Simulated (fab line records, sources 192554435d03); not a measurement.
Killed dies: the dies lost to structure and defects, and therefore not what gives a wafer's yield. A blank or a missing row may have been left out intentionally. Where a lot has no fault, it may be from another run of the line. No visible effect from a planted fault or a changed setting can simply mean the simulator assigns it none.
A lot that was struck, set against a sound lot	flow n5_finfet	39 steps out of a route of 1938
Sound: the wafers L425.3, L425.4, L425.5. Struck: wafer L433.6; the same lot's L433.3 was not struck, so it is left out; see the end for the cause.
Per side, at each step with rows, come the tool, then ch with its chambers, and then its first start. Under that, the readings that differ: sound wafers	struck wafers	difference of the means	sigmas: that difference in standard deviations of wafers without a fault.
alike: readings with means less than 2 such deviations apart, plus words and numbers identical on both sides. not compared: withheld readings, readings lacking a value on some wafer, bounds such as >300 that could conceal the same value, and numbers that have no deviation in the record and whose values overlap.
Wherever a step has rows on one side only, a row that says differs or no value, or a row with sigmas, the two part there. Numbers that don't overlap but have no deviation are shown without sigmas and don't part them. Lack of a reading on every wafer of one side parts them only where that side has two or more wafers.

first, 10 steps without rows for these wafers: N5_DUMMY_GATE_ETCH_23 (etches poly-Si in HBr/Cl2/O2, target depth 41 nm, time 22.3 s); N5_DUMMY_GATE_ETCH_44 (etches poly-Si in HBr/O2, stops on SiO2, target depth 127.5 nm); N5_DUMMY_GATE_ETCH_42 (etches SiO2 in CHF3/O2, target depth 3.5 nm, time 31 s); N5_DUMMY_GATE_STRIP_48 (strips in N2/H2, time 20 s); N5_DUMMY_GATE_PRECLEAN_33 (cleans in dHF, time 10 s); N5_DUMMY_GATE_PRECLEAN_25 (cleans in O3/DIW, time 45 s); N5_DUMMY_GATE_PRECLEAN_51 (cleans in SC2, time 45 s); N5_DUMMY_GATE_SRD_26 (time 30 s); N5_DUMMY_GATE_UV_OZONE_45 (time 120 s); N5_SPACER0_ALD_07 (deposits SiNx, target thk 2 nm).
N5_SPACER0_ALD_00: deposits SiOCN, target thk 3.5 nm, pulse time 3 s, purge time 2 s.
  sound on ald_sin-01 ch 0,2,3, day 5 06:25; struck on ald_sin-01 ch 1, day 7 05:41
reading	sound	struck	difference	sigmas
ald_cycles	58 58 58	83	+25	
model.SiOCN_of_SPACER0_ALD_00.thk_nm (nm)	3.4 3.6 3.4	5	+2	
  alike: heater_power_w, precursor_pulse_height_rel
then, 25 steps without rows for these wafers: N5_SPACER0_ALD_08 (deposits SiNx, target thk 2 nm); N5_SD_EPI_N_COAT_32 (time 60 s, resist thk 350 nm); N5_SD_EPI_N_COAT_33 (time 60 s, resist thk 35 nm); N5_SD_EPI_N_COAT_03 (resist thk 150 nm); N5_SD_EPI_N_EBR_05; N5_SD_EPI_N_SOFTBAKE_04 (time 60 s); N5_SD_EPI_N_EXPOSE_06 (exposes mask SD N BLK, target cd 120 nm); N5_SD_EPI_N_PEB_07 (peb time 60 s); N5_SD_EPI_N_DEVELOP_08 (develop time 30 s); N5_SD_EPI_N_DESCUM_14 (chemistry O2, time 7.9 s); N5_SD_EPI_N_ETCH_34 (etches SiARC in CF4, target depth 45.5 nm, time 75.8 s); N5_SD_EPI_N_ETCH_35 (etches SOC in N2/H2, overetch 108 nm, time 486 s); N5_SD_EPI_N_STRIP_36 (strips in N2/H2); N5_SD_EPI_N_ETCHBACK_44 (etches SiNx in CH3F/O2, stops on SiO2, target depth 14.5 nm); N5_SD_EPI_N_ETCH_45 (etches SiOCN in CH3F/O2, target depth 6 nm); N5_SD_EPI_N_ETCH_16 (etches SiO2 in CHF3/O2, target depth 5 nm); N5_SD_EPI_N_STRIP_47 (strips in CHF3/O2); N5_SD_EPI_N_SD_RECESS_17 (chemistry HBr/Cl2/O2, target depth 41 nm, time 23.7 s, bt time 3 s); N5_SD_EPI_N_STRIP_38 (strips in N2/H2); N5_SD_EPI_N_WET_ETCH_43 (etches SiO2 in dHF, time 14 s, target depth 1.5 nm); N5_SD_EPI_N_STRIP_18 (strips in SPM, time 750 s); N5_SD_EPI_N_SRD_20 (time 30 s); N5_SD_EPI_N_PRECLEAN_48 (cleans in NF3:NH3, afs cycles 2, time 20 s, sublimation time 60 s); N5_SD_EPI_N_VAPOR_ETCH_50 (etches Si in HCl, time 54 s); N5_SD_EPI_N_EPI_21 (deposits Si:P, time 690 s).
N5_SD_EPI_P_PRECLEAN_32: cleans in dHF, time 10 s.
  sound on wet_bench-05 ch 3,4,5, day 5 15:39; struck on wet_bench-03 ch 0, day 7 15:16
reading	sound	struck	difference	sigmas
model.SiOCN_of_SPACER0_ALD_00.thk_nm (nm)	3.4 3.4 3.4	5	+2	
-- a jump in the record: the struck wafers' starts before and after are 5 days apart (it breaks off in module SD_EPI_P and resumes in module BEOL_M4, where the first step shown is number 1111 of the route) --
N5_BEOL_M4_RC_MEAS_101:
  sound on prober-02 ch 0, day 10 02:32; struck on prober-02 ch 0, day 12 09:44
reading	sound	struck	difference	sigmas
DIBL_N (mV/V)	38.2 38.6 37.3	29.1	-8.9	-5
DIBL_P (mV/V)	38.6 40.2 37.8	30.6	-8.3	-4
IOFF_N (nA/um)	0.18 0.20 0.16	0.07	-0.11	-3
IOFF_P (nA/um)	0.22 0.25 0.21	0.10	-0.13	-4
IOFF_P_85C (nA/um)	3.7 4.2 3.6	1.9	-1.9	-4
IOFF_P_LIN (nA/um)	0.101 0.114 0.098	0.055	-0.049	-4
ION_N (uA/um)	677 690 680	613	-69	-6
ION_P (uA/um)	457 474 465	420	-45	-7
REXT_N (ohm.um)	73.8 74.0 74.0	94.5	+20.6	+12
REXT_P (ohm.um)	100.3 101.6 101.0	128.6	+27.6	+11
SS_N (mV/dec)	72.4 72.3 71.6	70.3	-1.8	-3
SS_P (mV/dec)	73.4 74.0 73.6	71.4	-2.3	-3
VT_N (mV)	249 245 254	266	+17	+5
VT_N_LVT (mV)	95 93 97	113	+18	+5
VT_P (mV)	-249 -248 -251	-263	-14	-4
VT_P_LVT (mV)	-98.9 -96.8 -100.0	-111.9	-13.3	-5
-- record jumps: 4 days separate the struck wafers' starts on either side; left off in module BEOL_M4, taken up again in module PASSIVATION, whose first shown step is the route's number 1936 --
N5_PASSIVATION_PROBE_49:
  sound on prober-01, day 14 21:02; struck on prober-01, day 16 18:32
reading	sound	struck	difference	sigmas
killed_at_M4_up	14 20 14	5	-11	-2
sort_bin_8_speed (%)	0 0 0	91.27	+91.27	+99 or more
sort_n_pass	1067 1067 1074	8	-1061	-62
sort_yield_pct (%)	90.4 90.4 91.0	0.7	-89.9	-64
  alike: defect_limited_yield, killed_at_M0_to_M3, killed_at_contacts, killed_at_front_end, killed_at_other, killed_dies, killed_open, killed_short, sort_bin_5_function, sort_bin_6_memory

== WHERE THEY PART ==
Last at N5_PASSIVATION_PROBE_49 as far as this record goes, first at N5_BEOL_M4_RC_MEAS_101.

WHY: what had been put in by the simulator
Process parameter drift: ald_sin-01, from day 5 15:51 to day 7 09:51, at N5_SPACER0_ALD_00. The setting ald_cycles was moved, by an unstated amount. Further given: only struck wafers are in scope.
